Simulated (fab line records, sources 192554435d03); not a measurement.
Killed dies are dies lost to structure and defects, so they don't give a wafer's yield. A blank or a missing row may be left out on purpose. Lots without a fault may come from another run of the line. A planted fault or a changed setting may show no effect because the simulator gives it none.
Chamber matching | flow n5_finfet | N5_MOL_CONTACT_COAG_ETCHBACK_134 on rie_diel-05: 4 sister chambers
The step etches SiO2 in CHF3, target depth 10 nm, time 6.7 s. 4 wafers are shown with their chamber, then 8 later ones without.

WAFERS WITH THEIR CHAMBER
wafer  | chamber | drypump_motor_current_A (A)
L084.6 | 3       | 5.7
L088.5 | 1       | 5.5
L088.6 | 0       | 4.9
L089.3 | 2       | 5.9

WAFERS WITHOUT THEIR CHAMBER
wafer  | drypump_motor_current_A (A)
L089.4 | 5.7
L089.5 | 5.7
L092.2 | 5.9
L092.5 | 5.7
L092.6 | 5.9
L095.2 | 5.0
L095.4 | 5.5
L095.5 | 5.9

WHICH CHAMBER EACH WENT THROUGH
wafer  | from the rows above | in truth
L089.4 | 3                   | 3
L089.5 | 3                   | 3
L092.2 | 2                   | 2
L092.5 | 3                   | 3
L092.6 | 2                   | 2
L095.2 | 0                   | 0
L095.4 | 1                   | 1
L095.5 | 2                   | 2
Placed correctly: 8 of 8. Can't be placed from these rows: 0. Placed wrongly: 0.
How it was worked out, from the rows above alone: a wafer's distance from a chamber is the root of the sum, over the readings, of the square of ((its reading less the chamber's mean) divided by the reading's scatter). The wafer belongs to the nearest chamber; if the next one is less than 2 further off, it can't be placed. A chamber's mean is the mean of its shown wafers. The scatter: with one shown wafer a chamber, the root of the mean of the squares of how far each hidden wafer lies from its nearest shown one.
